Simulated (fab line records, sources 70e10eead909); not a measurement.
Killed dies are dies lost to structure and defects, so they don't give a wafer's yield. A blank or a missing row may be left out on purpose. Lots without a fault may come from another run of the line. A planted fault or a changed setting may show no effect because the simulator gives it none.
fab line records | flow nand_harc
record lots=24 wafers=72 last_day=24
route steps=1159 shown A_CONTACT@896
lots that met no fault: from a run of the same line without faults
start_h: hours from the record's first day to the start of the lot's first wafer shown | wait_h: hours since the lot's step before | " the same as in the row above | L1.1+2: a row that stands for several wafers | - no value, or no start given | * or withheld: withheld | < > ~ a bound
route shown NAME@n: a module of which the file shows steps, and the number in the route of the first | usual: mean/standard deviation of fault-free wafers | same: alike in all rows | chamber/n: place in a boat | sites: the reading at each site | _std_site: their standard deviation | _edge_site: outer sites' mean less inner sites' | radius_mm: how far each site lies from the wafer's centre | mask NAME#n: copy n | behind: the tool/chamber that last shaped the wafer | hold: why the lot was held/for how many hours/how that ended | device: the transistor (n, p or np) that didn't switch | end of line: the same wafers' tests at the end of the route | a step without rows: its recipe alone | killed: dies lost to structure and defects at the first sort, not the wafer's yield | map: a wafer's dies, x killed, . not, _ none there
set.NAME: the setting as run; set.NAME@STEP: as run at that earlier step | model.NAME: the simulator's own value behind a step, which no gauge read
steps of the route over a sample of lots; a table a step, a row a wafer
services: from which hour (start_h, from the record's first day; less than 0 if before it) a tool's chamber was out of use, for how many hours, and why
## steps
# step NHARC_A_CONTACT_CD_MEAS_69
# recipe target_cd_nm=200 landing_energy_ev=500
# usual cd_nm=199.9/0.51
# columns lot.wafer tool chamber start_h wait_h cd_nm
L078.1 cd_sem-03 0 384.31 - 200.0
L078.3 " 0 " " 199.6
L078.4 " 0 " " 199.7
L079.1 cd_sem-03 0 389.48 - 199.7
L079.3 " 0 " " 200.2
L079.4 " 0 " " 200.4
L076.1 cd_sem-02 0 390.09 - 199.6
L076.2 " 0 " " 200.5
L076.6 " 0 " " 199.6
L075.1 cd_sem-01 0 391.91 - 199.8
L075.3 " 0 " " 199.4
L075.4 " 0 " " 199.4
L074.1 cd_sem-01 0 395.16 - 200.3
L074.2 " 0 " " 200.3
L074.5 " 0 " " 200.0
L077.2 cd_sem-02 0 395.31 - 199.4
L077.3 " 0 " " 199.2
L077.4 " 0 " " 199.3
L080.3 cd_sem-01 0 408.19 - 198.5
L080.4 " 0 " " 200.4
L080.6 " 0 " " 199.3
L083.1 cd_sem-01 0 420.48 - 200.2
L083.2 " 0 " " 200.7
L083.6 " 0 " " 200.8
L082.1 cd_sem-03 0 425.94 - 199.9
L082.2 " 0 " " 200.0
L082.5 " 0 " " 199.9
L084.1 cd_sem-03 0 431.24 - 199.9
L084.3 " 0 " " 200.0
L084.4 " 0 " " 200.1
L081.1 cd_sem-02 0 432.43 - 199.9
L081.2 " 0 " " 199.4
L081.6 " 0 " " 199.5
L085.1 cd_sem-01 0 441.53 - 200.1
L085.2 " 0 " " 200.4
L085.3 " 0 " " 200.0
L089.2 cd_sem-03 0 442.58 - 199.5
L089.4 " 0 " " 199.7
L089.6 " 0 " " 199.9
L087.2 cd_sem-03 0 457.41 - 200.8
L087.4 " 0 " " 199.7
L087.5 " 0 " " 200.4
L086.1 cd_sem-01 0 459.16 - 200.3
L086.3 " 0 " " 199.3
L086.6 " 0 " " 199.8
L088.1 cd_sem-02 0 470.23 - 199.7
L088.2 " 0 " " 200.1
L088.5 " 0 " " 199.6
L090.3 cd_sem-01 0 471.16 - 200.3
L090.5 " 0 " " 200.8
L090.6 " 0 " " 200.7
L091.1 cd_sem-01 0 474.69 - 199.6
L091.3 " 0 " " 199.1
L091.4 " 0 " " 199.0
L092.4 cd_sem-03 0 476.11 - 199.2
L092.5 " 0 " " 199.4
L092.6 " 0 " " 200.2
L094.1 cd_sem-02 0 491.10 - 199.6
L094.2 " 0 " " 200.0
L094.6 " 0 " " 199.4
L093.3 cd_sem-01 0 491.30 - 200.6
L093.4 " 0 " " 200.3
L093.6 " 0 " " 199.6
L097.2 cd_sem-02 0 504.34 - 199.1
L097.4 " 0 " " 200.3
L097.6 " 0 " " 199.6
L095.1 cd_sem-01 0 505.32 - 200.2
L095.4 " 0 " " 199.5
L095.6 " 0 " " 200.0
L096.2 cd_sem-03 0 509.61 - 200.4
L096.3 " 0 " " 200.7
L096.6 " 0 " " 199.9
# step NHARC_A_CONTACT_OVL_MEAS_70
# usual overlay_x_nm=-0.1/1 overlay_y_nm=0.1/0.91
# columns lot.wafer tool chamber start_h wait_h overlay_x_nm overlay_y_nm
L078.1 overlay-02 - 384.41 - 0.0 0.7
L078.3 " - " " 0.2 1.5
L078.4 " - " " -0.7 1.0
L079.1 overlay-02 - 389.57 - 0.5 0.2
L079.3 " - " " 0.1 0.2
L079.4 " - " " -0.5 0.2
L076.1 overlay-01 - 390.18 - -1.2 -0.3
L076.2 " - " " -1.1 0.3
L076.6 " - " " -1.1 0.2
L075.1 overlay-02 - 391.99 - 0.5 -0.4
L075.3 " - " " 0.9 0.2
L075.4 " - " " 0.5 -0.3
L074.1 overlay-02 - 395.24 - 1.1 -0.8
L074.2 " - " " 0.9 -0.8
L074.5 " - " " 0.5 -1.2
L077.2 overlay-01 - 395.40 - -0.1 -0.6
L077.3 " - " " -0.5 -0.6
L077.4 " - " " -0.4 -0.6
L080.3 overlay-01 - 408.27 - 0.9 1.1
L080.4 " - " " 1.1 1.1
L080.6 " - " " 1.9 1.1
L083.1 overlay-02 - 420.57 - -0.2 -0.2
L083.2 " - " " -0.1 0.0
L083.6 " - " " -0.4 0.1
L082.1 overlay-02 - 426.04 - -0.8 -0.4
L082.2 " - " " -1.2 -0.1
L082.5 " - " " -0.9 -0.4
L084.1 overlay-02 - 431.33 - 0.1 -0.3
L084.3 " - " " -0.7 0.4
L084.4 " - " " -0.1 0.2
L081.1 overlay-01 - 432.52 - -0.9 -0.7
L081.2 " - " " -0.7 -0.5
L081.6 " - " " -0.8 -0.5
L085.1 overlay-01 - 441.62 - -1.2 1.6
L085.2 " - " " -1.2 1.5
L085.3 " - " " -1.2 1.8
L089.2 overlay-01 - 442.67 - -1.0 -1.7
L089.4 " - " " -1.0 -1.2
L089.6 " - " " -0.8 -0.8
L087.2 overlay-01 - 457.49 - 1.3 2.0
L087.4 " - " " 1.5 2.2
L087.5 " - " " 1.4 2.1
L086.1 overlay-01 - 459.25 - -0.7 -0.5
L086.3 " - " " -0.2 -0.8
L086.6 " - " " -0.9 -0.3
L088.1 overlay-01 - 470.32 - -0.4 -0.6
L088.2 " - " " -1.2 -0.3
L088.5 " - " " -0.6 -0.7
L090.3 overlay-01 - 471.24 - 0.3 -0.1
L090.5 " - " " 0.7 0.4
L090.6 " - " " 0.9 0.3
L091.1 overlay-02 - 474.78 - -0.6 2.4
L091.3 " - " " 0.0 2.0
L091.4 " - " " 0.3 1.6
L092.4 overlay-02 - 476.19 - -2.3 0.2
L092.5 " - " " -2.0 -0.3
L092.6 " - " " -2.7 0.1
L094.1 overlay-01 - 491.19 - 1.9 -0.5
L094.2 " - " " 2.2 -0.3
L094.6 " - " " 1.9 -0.5
L093.3 overlay-02 - 491.38 - 0.8 -0.9
L093.4 " - " " 1.1 -0.4
L093.6 " - " " 1.0 -1.1
L097.2 overlay-01 - 504.43 - -0.3 -0.7
L097.4 " - " " 0.4 -1.4
L097.6 " - " " 0.1 -1.1
L095.1 overlay-02 - 505.41 - -0.1 -0.3
L095.4 " - " " 0.2 0.0
L095.6 " - " " -0.2 -0.5
L096.2 overlay-02 - 509.70 - 0.0 0.5
L096.3 " - " " -0.1 0.7
L096.6 " - " " 0.0 0.7
# step NHARC_A_CONTACT_ETCH_127
# recipe source_w=withheld pressure_mtorr=20 bias_v=1200 time_s=155 target_depth_a=9560 ar_flow_sccm=withheld c4f8_flow_sccm=withheld o2_flow_sccm=withheld chemistry=C4F8/O2/Ar
# columns lot.wafer tool chamber start_h wait_h rf_hours_counter_h
L078.1 har_cap_etch-02 0 386.31 0.1 11
L078.4 " 0 " " -
L078.3 " 1 " " -
L079.1 har_cap_etch-01 1 391.46 0.1 59
L079.4 " 1 " " -
L079.3 " 0 " " -
L076.2 har_cap_etch-02 0 391.99 0.1 13
L076.1 " 1 " " 13
L076.6 " 1 " " -
L075.1 har_cap_etch-03 1 393.82 0.1 86
L075.3 " 0 " " -
L075.4 " 1 " " -
L074.1 har_cap_etch-03 1 397.34 0.1 87
L074.2 " 0 " " 87
L074.5 " 1 " " -
L077.2 har_cap_etch-01 0 397.87 0.1 61
L077.4 " 0 " " -
L077.3 " 1 " " -
L080.3 har_cap_etch-01 0 410.03 0.1 -
L080.4 " 1 " " -
L080.6 " 1 " " -
L083.1 har_cap_etch-03 1 422.28 0.1 91
L083.2 " 0 " " 91
L083.6 " 0 " " -
L082.1 har_cap_etch-03 0 427.99 0.1 92
L082.2 " 1 " " 92
L082.5 " 0 " " -
L084.1 har_cap_etch-01 0 433.06 0.1 67
L084.4 " 1 " " -
L084.3 " 0 " " -
L081.1 har_cap_etch-03 1 434.39 0.1 93
L081.2 " 0 " " 93
L081.6 " 0 " " -
L085.1 har_cap_etch-02 0 443.33 0.1 22
L085.2 " 1 " " 22
L085.3 " 1 " " -
L089.2 har_cap_etch-03 0 444.38 0.1 96
L089.4 " 0 " " -
L089.6 " 1 " " -
L087.2 har_cap_etch-02 0 459.67 0.2 24
L087.4 " 0 " " -
L087.5 " 1 " " -
L086.1 har_cap_etch-03 0 461.61 0.1 98
L086.3 " 0 " " -
L086.6 " 0 " " -
L088.2 har_cap_etch-01 1 472.03 0.1 75
L088.1 " 0 " " 75
L088.5 " 1 " " -
L090.3 har_cap_etch-03 1 473.04 0.1 -
L090.6 " 1 " " -
L090.5 " 0 " " -
L091.1 har_cap_etch-02 1 477.51 0.1 28
L091.3 " 0 " " -
L091.4 " 1 " " -
L092.4 har_cap_etch-01 1 478.11 0.1 -
L092.5 " 1 " " -
L092.6 " 0 " " -
L094.1 har_cap_etch-03 1 492.89 0.1 104
L094.2 " 0 " " 104
L094.6 " 0 " " -
L093.4 har_cap_etch-02 1 493.16 0.1 -
L093.3 " 0 " " -
L093.6 " 1 " " -
L097.2 har_cap_etch-03 1 506.42 0.1 107
L097.4 " 1 " " -
L097.6 " 1 " " -
L095.1 har_cap_etch-01 1 507.32 0.1 81
L095.4 " 1 " " -
L095.6 " 0 " " -
L096.2 har_cap_etch-03 1 511.68 0.1 108
L096.3 " 1 " " -
L096.6 " 0 " " -
# step NHARC_A_CONTACT_ETCH_91
# recipe target_depth_a=400 over_etch_frac=0.5 time_s=85.7 ion_energy_ev=120 ch3f_flow_sccm=50 o2_flow_sccm=30 ar_flow_sccm=200 rf_w=500 bias_w=100 chemistry=CH3F/O2
# usual drypump_motor_current_A=5.87/0.22 oes_product_au=0.932/0.019 rf_vpp_V=244.3/1.9 showerhead_plenum_p_Torr=2.45/0.13 throttle_valve_pct=20.663/0.0094
# columns lot.wafer tool chamber start_h wait_h drypump_motor_current_A oes_product_au rf_hours_counter_h rf_vpp_V showerhead_plenum_p_Torr throttle_valve_pct
L078.3 rie_diel-01 3 387.74 0.4 5.24 0.938 23 242.7 2.28 20.660
L078.4 " 0 " " 6.08 0.919 23 245.4 2.51 20.672
L078.1 " 2 " " 6.19 0.909 22 241.1 2.34 20.664
L079.3 rie_diel-01 1 392.91 0.4 5.82 0.942 26 242.4 2.37 20.667
L079.1 " 2 " " 6.20 0.911 25 242.7 2.34 20.651
L079.4 " 0 " " 6.06 0.914 25 245.1 2.51 20.676
L076.1 rie_diel-07 1 393.41 0.5 5.66 0.925 31 246.4 2.62 20.656
L076.2 " 0 " " 5.91 0.925 30 245.2 2.49 20.668
L076.6 " 2 " " 5.94 0.906 - 242.0 2.34 20.676
L075.1 rie_diel-07 1 395.24 0.5 5.65 0.931 31 247.3 2.62 20.666
L075.4 " 2 " " 5.93 0.929 31 242.3 2.34 20.653
L075.3 " 3 " " 5.71 0.931 31 243.9 2.34 20.663
L074.1 rie_diel-07 3 398.78 0.5 5.74 0.923 31 243.5 2.34 20.667
L074.2 " 1 " " 5.63 0.924 32 246.3 2.62 20.669
L074.5 " 3 " " 5.72 0.923 - 243.5 2.34 20.671
L077.2 rie_diel-07 0 399.29 0.5 5.94 0.928 32 245.6 2.49 20.677
L077.4 " 2 " " 5.93 0.915 32 243.1 2.34 20.658
L077.3 " 3 " " 5.72 0.917 32 243.1 2.34 20.658
L080.4 rie_diel-01 1 411.42 0.4 5.83 0.935 33 244.6 2.37 20.665
L080.3 " 2 " " 6.18 0.922 32 241.9 2.34 20.656
L080.6 " 0 " " 6.09 0.913 - 245.7 2.51 20.665
L083.1 rie_diel-01 3 423.69 0.5 5.25 0.933 35 241.9 2.28 20.662
L083.2 " 1 " " 5.85 0.940 35 243.6 2.37 20.670
L083.6 " 0 " " 6.09 0.923 - 246.0 2.51 20.670
L082.1 rie_diel-03 3 429.43 0.5 6.17 0.997 12 244.0 2.42 20.668
L082.2 " 0 " " 5.83 0.989 12 245.4 2.42 20.653
L082.5 " 1 " " 6.08 0.992 - 247.8 2.66 20.645
L084.3 rie_diel-07 0 434.45 0.4 6.01 0.918 4 245.2 2.49 20.660
L084.4 " 2 " " 5.93 0.927 4 243.1 2.33 20.654
L084.1 " 3 " " 5.74 0.918 4 242.4 2.33 20.667
L081.1 rie_diel-03 0 435.83 0.5 5.84 0.922 14 243.6 2.42 20.677
L081.2 " 2 " " 6.31 0.934 13 247.6 2.65 20.664
L081.6 " 0 " " 5.84 0.927 - 243.8 2.42 20.674
L085.1 rie_diel-07 0 444.74 0.5 5.92 0.934 6 244.4 2.49 20.646
L085.3 " 2 " " 5.94 0.936 7 242.2 2.33 20.667
L085.2 " 3 " " 5.72 0.928 6 243.3 2.33 20.659
L089.2 rie_diel-07 3 445.83 0.6 5.73 0.925 7 243.5 2.33 20.661
L089.6 " 2 " " 5.94 0.924 - 243.1 2.33 20.666
L089.4 " 3 " " 5.70 0.904 - 242.8 2.33 20.668
L087.2 rie_diel-07 2 461.47 0.6 5.94 0.931 10 244.7 2.33 20.661
L087.4 " 2 " " 5.95 0.931 - 241.0 2.33 20.642
L087.5 " 2 " " 5.96 0.925 - 243.9 2.33 20.662
L086.1 rie_diel-07 2 463.03 0.5 5.97 0.927 10 243.0 2.33 20.659
L086.3 " 2 " " 5.94 0.925 - 243.1 2.33 20.661
L086.6 " 2 " " 5.95 0.925 - 242.0 2.33 20.672
L088.1 rie_diel-07 2 473.46 0.5 5.94 0.932 12 242.6 2.33 20.660
L088.2 " 0 " " 5.96 0.939 11 244.2 2.49 20.662
L088.5 " 2 " " 5.91 0.925 - 242.8 2.33 20.659
L090.3 rie_diel-07 1 474.45 0.5 5.64 0.940 9 246.2 2.62 20.670
L090.6 " 2 " " 5.95 0.934 - 243.2 2.33 20.676
L090.5 " 3 " " 5.73 0.928 - 242.1 2.33 20.651
L091.3 rie_diel-03 1 478.99 0.5 6.08 0.926 28 246.7 2.65 20.648
L091.4 " 3 " " 6.15 0.914 33 244.5 2.41 20.656
L091.1 " 0 " " 5.84 0.928 32 244.1 2.41 20.655
L092.4 rie_diel-03 1 479.52 0.5 6.08 0.924 28 248.4 2.65 20.683
L092.6 " 2 " " 6.26 0.928 - 247.9 2.65 20.667
L092.5 " 3 " " 6.19 0.925 - 243.2 2.41 20.669
L094.2 rie_diel-07 2 494.30 0.5 5.93 0.931 16 242.6 2.33 20.661
L094.1 " 1 " " 5.68 0.944 13 247.3 2.61 20.657
L094.6 " 2 " " 5.92 0.939 - 241.5 2.33 20.670
L093.3 rie_diel-07 2 494.53 0.4 5.94 0.935 16 242.8 2.33 20.649
L093.4 " 2 " " 5.95 0.946 - 244.0 2.33 20.667
L093.6 " 0 " " 5.96 0.929 - 243.4 2.49 20.660
L097.2 rie_diel-07 2 507.81 0.5 5.92 0.945 20 243.3 2.33 20.664
L097.4 " 2 " " 5.95 0.951 - 241.7 2.33 20.668
L097.6 " 3 " " 5.74 0.930 - 242.6 2.33 20.666
L095.1 rie_diel-07 3 508.72 0.5 5.72 0.922 16 242.7 2.33 20.661
L095.6 " 3 " " 5.72 0.917 - 243.5 2.33 20.666
L095.4 " 1 " " 5.66 0.923 - 245.7 2.61 20.668
L096.2 rie_diel-07 2 513.09 0.5 5.91 0.928 21 241.9 2.33 20.666
L096.3 " 3 " " 5.71 0.931 18 244.6 2.33 20.675
L096.6 " 1 " " 5.66 0.933 - 245.7 2.61 20.663
# step NHARC_A_CONTACT_DESCUM_13
# recipe time_s=3 o2_flow_sccm=200 ar_flow_sccm=0 bias_power_w=0 chemistry=O2
# usual drypump_motor_current_A=5.87/0.26 oes_product_au=1.002/0.0095 rf_vpp_V=57.6/0.91 showerhead_plenum_p_Torr=1.90/0.1 throttle_valve_pct=11.310/0.0089
# columns lot.wafer tool chamber start_h wait_h drypump_motor_current_A oes_product_au rf_hours_counter_h rf_vpp_V showerhead_plenum_p_Torr throttle_valve_pct
L078.1 rie_diel-07 2 393.77 0.1 5.95 0.997 31 58.1 1.81 11.309
L078.3 " 3 " " 5.72 0.997 30 57.7 1.82 11.308
L078.4 " 0 " " 5.92 1.012 30 57.3 1.94 11.305
L079.4 rie_diel-01 0 398.44 0.1 6.07 0.995 27 57.8 1.95 11.308
L079.3 " 1 " " 5.85 0.997 28 56.4 1.84 11.310
L079.1 " 2 " " 6.20 0.990 27 57.3 1.82 11.298
L076.1 rie_diel-07 2 398.65 0.1 5.92 0.996 32 56.8 1.81 11.314
L076.2 " 3 " " 5.72 0.991 31 57.7 1.82 11.312
L076.6 " 2 " " 5.93 0.994 - 57.7 1.81 11.316
L075.3 rie_diel-01 0 401.54 0.1 6.09 0.990 29 57.3 1.95 11.309
L075.4 " 1 " " 5.85 1.016 29 57.5 1.84 11.323
L075.1 " 2 " " 6.16 1.002 28 57.1 1.82 11.315
L074.2 rie_diel-07 0 402.85 0.1 5.97 1.003 34 57.5 1.94 11.314
L074.1 " 1 " " 5.64 0.995 34 57.5 2.04 11.300
L074.5 " 0 " " 5.97 0.997 - 57.7 1.94 11.307
L077.2 rie_diel-07 3 403.37 0.3 5.70 0.998 33 57.2 1.81 11.305
L077.4 " 0 " " 5.92 1.007 34 58.5 1.94 11.319
L077.3 " 2 " " 5.95 0.995 34 55.5 1.81 11.306
L080.3 rie_diel-01 0 417.66 0.1 6.06 0.993 32 58.3 1.95 11.302
L080.4 " 1 " " 5.86 0.989 34 57.3 1.84 11.308
L080.6 " 2 " " 6.21 0.986 - 56.5 1.82 11.321
L083.1 rie_diel-01 3 428.05 0.1 5.22 1.002 37 56.3 1.77 11.304
L083.2 " 1 " " 5.84 1.000 37 56.4 1.84 11.295
L083.6 " 0 " " 6.07 0.994 - 57.0 1.95 11.296
L082.2 rie_diel-07 3 432.76 0.1 5.71 0.997 3 58.3 1.81 11.333
L082.1 " 0 " " 6.00 1.002 3 58.3 1.94 11.316
L082.5 " 2 " " 5.96 1.007 - 56.8 1.81 11.306
L084.1 rie_diel-07 1 437.92 0.1 5.65 1.000 5 57.1 2.04 11.318
L084.4 " 2 " " 5.94 1.009 5 57.7 1.81 11.314
L084.3 " 3 " " 5.72 0.994 5 57.5 1.81 11.305
L081.2 rie_diel-03 2 439.16 0.1 6.31 1.010 14 59.0 2.07 11.315
L081.1 " 0 " " 5.81 1.010 15 56.6 1.88 11.304
L081.6 " 1 " " 6.04 0.995 - 58.1 2.07 11.328
L085.1 rie_diel-01 0 448.08 0.1 6.06 0.981 42 58.2 1.95 11.308
L085.2 " 2 " " 6.22 0.981 41 56.8 1.81 11.295
L085.3 " 3 " " 5.22 0.998 41 56.7 1.77 11.309
L089.2 rie_diel-07 3 449.65 0.1 5.71 0.996 7 57.9 1.81 11.330
L089.4 " 3 " " 5.70 0.998 - 56.8 1.81 11.313
L089.6 " 2 " " 5.92 1.004 - 56.0 1.81 11.318
L087.2 rie_diel-07 2 466.63 0.1 5.92 1.015 11 57.7 1.81 11.310
L087.4 " 0 " " 5.92 1.008 9 56.4 1.94 11.301
L087.5 " 2 " " 5.94 1.017 - 57.2 1.81 11.319
L086.3 rie_diel-01 3 469.62 0.1 5.24 1.008 52 56.5 1.76 11.308
L086.1 " 2 " " 6.18 0.991 53 57.9 1.81 11.301
L086.6 " 3 " " 5.26 1.003 - 57.3 1.76 11.296
L088.1 rie_diel-07 0 476.67 0.1 5.90 1.006 11 58.4 1.94 11.312
L088.2 " 3 " " 5.72 0.998 11 56.1 1.81 11.303
L088.5 " 0 " " 5.92 1.009 - 57.5 1.94 11.325
L090.3 rie_diel-07 3 479.50 0.1 5.76 0.998 13 58.1 1.81 11.303
L090.5 " 1 " " 5.68 1.013 - 58.2 2.04 11.303
L090.6 " 2 " " 5.92 1.030 - 58.0 1.81 11.305
L091.3 rie_diel-01 1 487.53 0.1 5.85 1.009 64 57.4 1.83 11.317
L091.4 " 3 " " 5.23 1.013 59 57.2 1.76 11.323
L091.1 " 0 " " 6.07 0.988 60 56.9 1.94 11.299
L092.4 rie_diel-03 1 488.04 0.1 6.09 0.987 30 58.9 2.07 11.310
L092.6 " 2 " " 6.30 1.002 - 59.6 2.07 11.322
L092.5 " 3 " " 6.15 0.993 - 56.8 1.87 11.308
L094.2 rie_diel-03 2 497.91 0.1 6.29 0.996 30 58.0 2.07 11.300
L094.1 " 3 " " 6.17 0.994 37 57.5 1.87 11.318
L094.6 " 2 " " 6.32 0.996 - 57.0 2.07 11.313
L093.3 rie_diel-07 2 498.99 0.1 5.94 1.024 - 57.3 1.81 11.311
L093.4 " 1 " " 5.65 1.001 - 58.4 2.04 11.314
L093.6 " 2 " " 5.95 1.017 - 57.4 1.81 11.305
L097.2 rie_diel-07 3 511.31 0.1 5.73 0.998 17 58.0 1.81 11.306
L097.4 " 1 " " 5.64 1.018 - 58.4 2.04 11.316
L097.6 " 3 " " 5.72 1.008 - 56.9 1.81 11.306
L095.4 rie_diel-03 2 513.50 0.1 6.29 0.999 39 58.9 2.06 11.320
L095.1 " 3 " " 6.16 0.990 46 59.5 1.87 11.308
L095.6 " 3 " " 6.17 0.988 - 58.3 1.87 11.308
L096.2 rie_diel-07 2 516.94 0.1 5.92 1.012 22 58.5 1.81 11.314
L096.3 " 3 " " 5.72 0.996 18 56.3 1.81 11.303
L096.6 " 1 " " 5.67 1.014 - 58.4 2.04 11.317
# step NHARC_A_CONTACT_ETCH_31
# recipe target_depth_a=20000 over_etch_frac=0.3 time_s=520 ion_energy_ev=150 o2_flow_sccm=400 cos_flow_sccm=20 ar_flow_sccm=0 rf_w=500 bias_w=300 chemistry=O2/COS
# usual cos_flow_sccm=20.00/0.067 drypump_motor_current_A=5.87/0.24 oes_product_au=1.001/0.0082 rf_vpp_V=313.8/2.4 showerhead_plenum_p_Torr=3.10/0.15 throttle_valve_pct=28.329/0.0095
# columns lot.wafer tool chamber start_h wait_h cos_flow_sccm drypump_motor_current_A oes_product_au rf_hours_counter_h rf_vpp_V showerhead_plenum_p_Torr throttle_valve_pct
L078.4 rie_diel-07 0 - - 19.97 5.90 1.001 31 316.4 3.17 28.323
L078.3 " 1 " " 19.97 5.68 1.007 31 318.5 3.32 28.317
L078.1 " 3 " " 19.96 5.73 0.995 31 312.2 2.97 28.317
L079.1 rie_diel-01 3 - - 20.00 5.24 1.005 27 310.0 2.90 28.343
L079.4 " 0 " " 19.98 6.07 0.985 28 315.5 3.18 28.316
L079.3 " 2 " " 20.09 6.19 0.986 27 311.5 2.97 28.346
L076.2 rie_diel-07 2 - - 19.91 5.96 0.992 32 313.3 2.97 28.326
L076.1 " 3 " " 19.89 5.71 0.995 32 312.5 2.97 28.329
L076.6 " 1 " " 20.02 5.69 0.997 - 317.0 3.32 28.321
L075.4 rie_diel-07 0 402.54 - 19.90 5.94 1.007 34 313.7 3.16 28.338
L075.1 " 2 " " 20.01 5.92 1.005 33 312.3 2.97 28.337
L075.3 " 3 " " 19.90 5.73 1.001 33 311.4 2.97 28.332
L074.2 rie_diel-07 3 - - 20.05 5.72 0.999 33 311.3 2.97 28.328
L074.1 " 0 " " 20.01 5.98 1.009 34 315.4 3.16 28.336
L074.5 " 2 " " 19.96 5.95 0.996 - 312.4 2.97 28.313
L077.2 rie_diel-07 0 - - 19.84 5.94 1.008 35 314.6 3.16 28.328
L077.3 " 2 " " 19.97 5.96 0.999 34 312.3 2.97 28.331
L077.4 " 2 " " 20.01 5.96 0.997 - 312.1 2.97 28.334
L080.4 rie_diel-01 0 - - 19.96 6.08 1.000 33 316.2 3.18 28.323
L080.3 " 1 " " 20.12 5.87 1.012 34 313.3 3.01 28.320
L080.6 " 1 " " 20.06 5.85 1.003 - 312.8 3.01 28.304
L083.2 rie_diel-01 3 - - 20.11 5.23 0.999 37 310.6 2.90 28.324
L083.1 " 1 " " 19.93 5.85 1.002 37 311.7 3.01 28.327
L083.6 " 0 " " 19.96 6.07 0.994 - 314.3 3.18 28.335
L082.1 rie_diel-07 3 - - 20.04 5.72 0.993 4 309.8 2.97 28.325
L082.2 " 0 " " 19.93 5.97 0.988 4 315.0 3.16 28.322
L082.5 " 0 " " 19.98 5.95 0.995 - 315.6 3.16 28.315
L084.4 rie_diel-07 2 - - 19.94 5.94 1.013 6 313.0 2.97 28.340
L084.3 " 3 " " 19.90 5.72 1.001 5 310.6 2.97 28.328
L084.1 " 1 " " 19.96 5.67 1.010 6 317.6 3.32 28.330
L081.1 rie_diel-03 3 - - 19.91 6.15 1.012 16 314.3 3.07 28.318
L081.2 " 2 " " 20.00 6.27 1.014 14 317.1 3.37 28.329
L081.6 " 0 " " 20.14 5.85 1.001 - 312.4 3.07 28.335
L085.1 rie_diel-01 1 - - 19.95 5.84 1.012 43 312.6 3.00 28.346
L085.3 " 2 " " 20.12 6.18 1.005 41 309.7 2.97 28.327
L085.2 " 0 " " 20.08 6.09 0.998 42 315.2 3.18 28.323
L089.2 rie_diel-07 2 - - 19.93 5.92 0.998 8 311.6 2.96 28.349
L089.6 " 2 " " 19.91 5.93 1.003 - 313.2 2.97 28.329
L089.4 " 3 " " 20.03 5.73 0.995 - 311.6 2.97 28.324
L087.2 rie_diel-07 2 - - 20.06 5.96 1.003 11 309.8 2.96 28.348
L087.4 " 3 " " 20.05 5.73 0.982 9 311.0 2.97 28.344
L087.5 " 1 " " 19.92 5.67 1.016 - 317.0 3.32 28.328
L086.1 rie_diel-01 1 - - 19.97 5.85 0.999 57 312.1 3.00 28.320
L086.3 " 2 " " 19.98 6.20 0.999 53 311.2 2.96 28.334
L086.6 " 0 " " 19.98 6.06 0.993 - 314.5 3.17 28.326
L088.2 rie_diel-07 2 - - 19.93 5.96 1.005 14 312.7 2.96 28.328
L088.1 " 0 " " 19.92 5.93 0.985 12 313.3 3.16 28.318
L088.5 " 2 " " 19.96 6.00 1.005 - 310.7 2.96 28.338
L090.3 rie_diel-07 1 - - 20.10 5.67 1.014 12 316.9 3.32 28.317
L090.6 " 0 " " 20.01 5.95 1.002 - 313.2 3.16 28.331
L090.5 " 1 " " 20.07 5.64 1.007 - 315.9 3.32 28.329
L091.1 rie_diel-01 3 - - 20.07 5.27 1.006 60 310.5 2.89 28.329
L091.4 " 0 " " 20.00 6.07 0.992 60 312.7 3.17 28.337
L091.3 " 1 " " 20.07 5.83 1.007 65 312.0 2.99 28.311
L092.4 rie_diel-03 2 - - 20.03 6.27 1.001 28 317.4 3.36 28.324
L092.5 " 1 " " 20.02 6.08 0.992 - 317.9 3.36 28.307
L092.6 " 2 " " 20.07 6.28 0.995 - 317.6 3.36 28.336
L094.1 rie_diel-03 2 - - 20.07 6.30 0.996 31 316.6 3.36 28.333
L094.2 " 1 " " 20.09 6.08 0.993 34 318.0 3.35 28.337
L094.6 " 3 " " 20.00 6.17 0.999 - 312.4 3.06 28.337
L093.4 rie_diel-07 1 500.14 0.2 19.89 5.66 0.996 - 317.2 3.31 28.320
L093.3 " 2 " " 19.97 5.95 1.016 - 311.5 2.96 28.340
L093.6 " 2 " " 19.95 5.92 1.017 - 311.3 2.96 28.331
L097.2 rie_diel-07 1 - - 19.89 5.68 1.004 18 318.1 3.31 28.325
L097.4 " 1 " " 20.07 5.67 1.009 - 317.1 3.31 28.351
L097.6 " 2 " " 20.03 5.96 1.011 - 309.9 2.96 28.326
L095.1 rie_diel-03 3 - - 20.08 6.18 0.993 46 312.4 3.06 28.324
L095.4 " 0 " " 20.01 5.85 0.987 43 313.2 3.06 28.338
L095.6 " 3 " " 20.07 6.17 0.998 - 314.0 3.06 28.328
L096.3 rie_diel-07 3 - - 19.97 5.73 1.001 18 311.3 2.96 28.336
L096.2 " 1 " " 19.98 5.67 1.003 19 316.0 3.31 28.319
L096.6 " 2 " " 20.21 5.93 1.009 - 311.7 2.96 28.313
## services
# columns tool chamber start_h hours kind
rie_diel-07 0 384.57 - clean
rie_diel-07 1 384.57 - clean
rie_diel-07 2 384.57 - clean
rie_diel-07 3 384.57 - clean
rie_diel-01 1 390.82 1.7 repair
rie_diel-03 3 392.04 7.1 repair
rie_diel-03 - 392.31 9.0 pm
rie_diel-07 3 403.93 - consumable_replace:focus_ring
rie_diel-07 3 403.93 9.0 scheduled_down
rie_diel-07 3 403.93 9.0 vent_cycle
rie_diel-07 - 405.54 9.0 pm
rie_diel-07 0 405.54 9.0 vent_cycle
rie_diel-07 1 405.54 9.0 vent_cycle
rie_diel-07 2 405.54 9.0 vent_cycle
rie_diel-07 0 414.54 - clean
rie_diel-07 1 414.54 - clean
rie_diel-07 1 443.78 15.8 repair
rie_diel-07 3 455.74 8.6 repair
rie_diel-03 2 456.52 8.6 repair
rie_diel-07 0 460.08 4.2 repair
rie_diel-01 0 480.72 6.3 repair
rie_diel-01 - 491.87 9.0 pm
rie_diel-07 0 496.93 32.6 repair
har_cap_etch-01 - 504.48 0.3 repair
## key
fault none
